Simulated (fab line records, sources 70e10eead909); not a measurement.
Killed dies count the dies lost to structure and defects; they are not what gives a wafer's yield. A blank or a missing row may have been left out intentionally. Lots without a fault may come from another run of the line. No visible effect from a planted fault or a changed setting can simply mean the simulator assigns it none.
Which tool is to blame?	flow nand_harc	12 lots, 36 wafers sampled, at 4 steps of a route of 1302

WHAT THE GAUGES SHOWED, per wafer
NHARC_A_CONTACT_CD_MEAS_08 targets a cd of 200 nm.
lot	measured	on	cd_nm (nm)
L981	day 22 15:49	cd_sem-02	200.1 199.7 200.3
L980	day 22 16:52	cd_sem-03	199.6 200.0 199.8
L983	day 24 00:20	cd_sem-03	205.0 204.2 204.6
L985	day 24 19:18	cd_sem-02	204.4 204.3 204.4
L986	day 25 21:13	cd_sem-03	203.7 202.9 202.9
L989	day 25 21:43	cd_sem-01	202.5 203.0 203.3
L992	day 27 06:45	cd_sem-01	200.1 199.6 199.5
L997	day 28 08:13	cd_sem-01	200.2 200.6 200.3
L996	day 28 13:13	cd_sem-03	200.6 200.2 200.2
L998	day 29 11:22	cd_sem-02	201.0 200.6 200.8
L101	day 30 11:19	cd_sem-01	200.0 200.0 200.4
L103	day 31 16:44	cd_sem-03	200.9 200.6 200.7

EACH LOT AND THE TOOL THAT RAN IT (in order: tool; ch and the chambers of the sampled wafers; start)
lot	NHARC_A_CONTACT_DEP_84	NHARC_A_CONTACT_DEP_85	NHARC_A_CONTACT_EXPOSE_05
L981	acl_dep-02 ch 0, day 22 13:30	pecvd-02 ch 0,1, day 22 15:14	arfi_scanner-02 ch 0, day 22 15:40
L980	acl_dep-01 ch 0, day 22 14:37	pecvd-01 ch 0,2, day 22 16:04	arfi_scanner-01 ch 0, day 22 16:44
L983	acl_dep-02 ch 0, day 23 21:59	pecvd-02 ch 0,2, day 23 23:44	arfi_scanner-02 ch 0, day 24 00:12
L985	acl_dep-02 ch 0, day 24 16:58	pecvd-02 ch 0,1,2, day 24 18:43	arfi_scanner-02 ch 0, day 24 19:10
L986	acl_dep-02 ch 0, day 25 19:19	pecvd-03 ch 0,1, day 25 20:29	arfi_scanner-02 ch 0, day 25 21:05
L989	acl_dep-03 ch 0, day 25 19:25	pecvd-01 ch 0,2, day 25 21:08	arfi_scanner-02 ch 0, day 25 21:34
L992	acl_dep-03 ch 0, day 27 04:17	pecvd-03 ch 0,1,2, day 27 06:04	arfi_scanner-01 ch 0, day 27 06:37
L997	acl_dep-03 ch 0, day 28 05:51	pecvd-01 ch 0,1, day 28 07:37	arfi_scanner-03 ch 0, day 28 08:05
L996	acl_dep-02 ch 0, day 28 10:55	pecvd-01 ch 0,2, day 28 12:39	arfi_scanner-03 ch 0, day 28 13:05
L998	acl_dep-01 ch 0, day 29 08:47	pecvd-02 ch 0,1, day 29 10:34	arfi_scanner-03 ch 0, day 29 11:14
L101	acl_dep-01 ch 0, day 30 09:31	pecvd-01 ch 0,1, day 30 10:46	arfi_scanner-03 ch 0, day 30 11:10
L103	acl_dep-02 ch 0, day 31 14:17	pecvd-02 ch 0,1,2, day 31 16:01	arfi_scanner-03 ch 0, day 31 16:36
- NHARC_A_CONTACT_DEP_84: deposits aC, target thk 2800 nm.
- NHARC_A_CONTACT_DEP_85: deposits SiON, target thk 60 nm.
- NHARC_A_CONTACT_EXPOSE_05: exposes mask A CC.

AS READ BY THE TOOLS THEMSELVES (means over the sampled wafers that have a number; for cases with no such wafer, the mark the record gives instead)
NHARC_A_CONTACT_DEP_84.
lot	tool	throttle_valve_pct (%)
L981	acl_dep-02	34.994
L980	acl_dep-01	35.014
L983	acl_dep-02	35.000
L985	acl_dep-02	34.995
L986	acl_dep-02	34.999
L989	acl_dep-03	34.997
L992	acl_dep-03	35.006
L997	acl_dep-03	34.998
L996	acl_dep-02	35.002
L998	acl_dep-01	35.000
L101	acl_dep-01	34.993
L103	acl_dep-02	34.997

NHARC_A_CONTACT_DEP_85.
lot	tool	heater_power_w (W)
L981	pecvd-02	624
L980	pecvd-01	732
L983	pecvd-02	758
L985	pecvd-02	687
L986	pecvd-03	722
L989	pecvd-01	741
L992	pecvd-03	760
L997	pecvd-01	733
L996	pecvd-01	720
L998	pecvd-02	654
L101	pecvd-01	757
L103	pecvd-02	700

NHARC_A_CONTACT_EXPOSE_05.
lot	tool	exposure_dose_mJ_cm2	stage_vel_mm_s (mm/s)
L981	arfi_scanner-02	84.17	500.11
L980	arfi_scanner-01	84.28	499.72
L983	arfi_scanner-02	90.03	500.00
L985	arfi_scanner-02	88.78	500.09
L986	arfi_scanner-02	87.89	499.85
L989	arfi_scanner-02	87.33	500.03
L992	arfi_scanner-01	84.22	499.91
L997	arfi_scanner-03	84.23	499.63
L996	arfi_scanner-03	84.34	499.89
L998	arfi_scanner-03	84.24	500.04
L101	arfi_scanner-03	84.10	499.99
L103	arfi_scanner-03	84.20	500.28

THE ANSWER, worked out from the rows above alone
Rule: what is usual is taken from the lots themselves. The widest of any qualifying gaps counts: lots, ordered by their means at a reading, are off when they make up no more than a third of the lots, leave a main group of 4 or more, and stand apart from it by 3 or more times the standard deviation of that group's means. The tables above print the reading to a certain number of digits; a main group whose means all agree to those digits is not used. Also off: a lot with no number at a reading for which 4 or more lots have one. Where the step has rows for the other lots, those lots are counted as sound. First the gauges in route order, then the tools' own readings, where a lot's mean is used as printed above. The first step at which some lot is off is used, and at that step the reading that is off furthest; a lot without a number counts as furthest.
Off at NHARC_A_CONTACT_CD_MEAS_08 (cd_nm): L983, L985, L986, L989. The main group: mean 200.2 nm, standard deviation 0.37.
A tool fits if, at a process step before that reading, it ran every lot that is off, and no sound lot after the first of them. Not tried: the gauges at NHARC_A_CONTACT_CD_MEAS_08; whatever is off there is also off at NHARC_A_CONTACT_EXPOSE_05, on other tools, and gauge error can't account for it. One candidate fits, namely arfi_scanner-02 at NHARC_A_CONTACT_EXPOSE_05. Its last sound lot is L981 (day 22 15:40), its first lot that is off L983 (day 24 00:12): a fault that began between those two fits.
The tool's own readings at NHARC_A_CONTACT_EXPOSE_05 bear it out: on the lots that are off they differ by more than 5 times the standard deviation of the sound lots' means. exposure_dose_mJ_cm2 reads 88.51 there against 84.22 on the sound lots.

WHAT THE SIMULATOR HAD INSERTED
Process parameters drifting: arfi_scanner-02 at NHARC_A_CONTACT_EXPOSE_05, beginning at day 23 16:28. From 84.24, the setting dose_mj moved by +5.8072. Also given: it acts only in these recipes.
Shown lots that were struck: L983, L985, L986, L989. The rule above reached the same finding.
